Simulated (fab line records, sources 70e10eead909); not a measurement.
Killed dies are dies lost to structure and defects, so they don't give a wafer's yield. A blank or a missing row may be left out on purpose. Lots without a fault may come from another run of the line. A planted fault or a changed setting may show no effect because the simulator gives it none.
Chamber matching | flow nand_harc | NHARC_A_CHANNEL_FILL_D1_ALD_25 on ald_hk-01: 4 sister chambers
The step deposits SiOx, target thk 60 nm, pulse time 10 s, ald cycles 600. 8 wafers are shown with their chamber, then 7 later ones without.

WAFERS WITH THEIR CHAMBER
wafer  | chamber | heater_power_w (W) | precursor_pulse_height_rel
L088.4 | 0       | 524                | 1.046
L088.5 | 1       | 501                | 0.986
L088.6 | 2       | 487                | 1.002
L085.4 | 3       | 478                | 1.024
L085.5 | 2       | 496                | 0.979
L085.6 | 3       | 470                | 1.037
L090.2 | 0       | 530                | 0.998
L090.4 | 1       | 493                | 0.986

WAFERS WITHOUT THEIR CHAMBER
wafer  | heater_power_w (W) | precursor_pulse_height_rel
L090.5 | 481                | 1.027
L093.1 | 517                | 1.017
L093.2 | 483                | 0.985
L093.3 | 505                | 1.002
L095.2 | 506                | 1.014
L095.4 | 498                | 1.030
L095.6 | 535                | 0.978

WHICH CHAMBER EACH WENT THROUGH
wafer  | from the rows above          | in truth
L090.5 | can't be placed: 3 or 2      | 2
L093.1 | 0                            | 0
L093.2 | can't be placed: 2 or 1 or 3 | 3
L093.3 | can't be placed: 1 or 2      | 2
L095.2 | can't be placed: 1 or 2 or 0 | 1
L095.4 | can't be placed: 1 or 2      | 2
L095.6 | 0                            | 0
Placed correctly: 2 of 7. Can't be placed from these rows: 5 (the true chamber is among the candidates in 5). Placed wrongly: 0.
How it was worked out, from the rows above alone: a wafer's distance from a chamber is the root of the sum, over the readings, of the square of ((its reading less the chamber's mean) divided by the reading's scatter). The wafer belongs to the nearest chamber; if the next one is less than 2 further off, it can't be placed. A chamber's mean is the mean of its shown wafers. The scatter: the root of (the sum of the squares of (reading less its chamber's mean) over the shown wafers, divided by (wafers less chambers)).
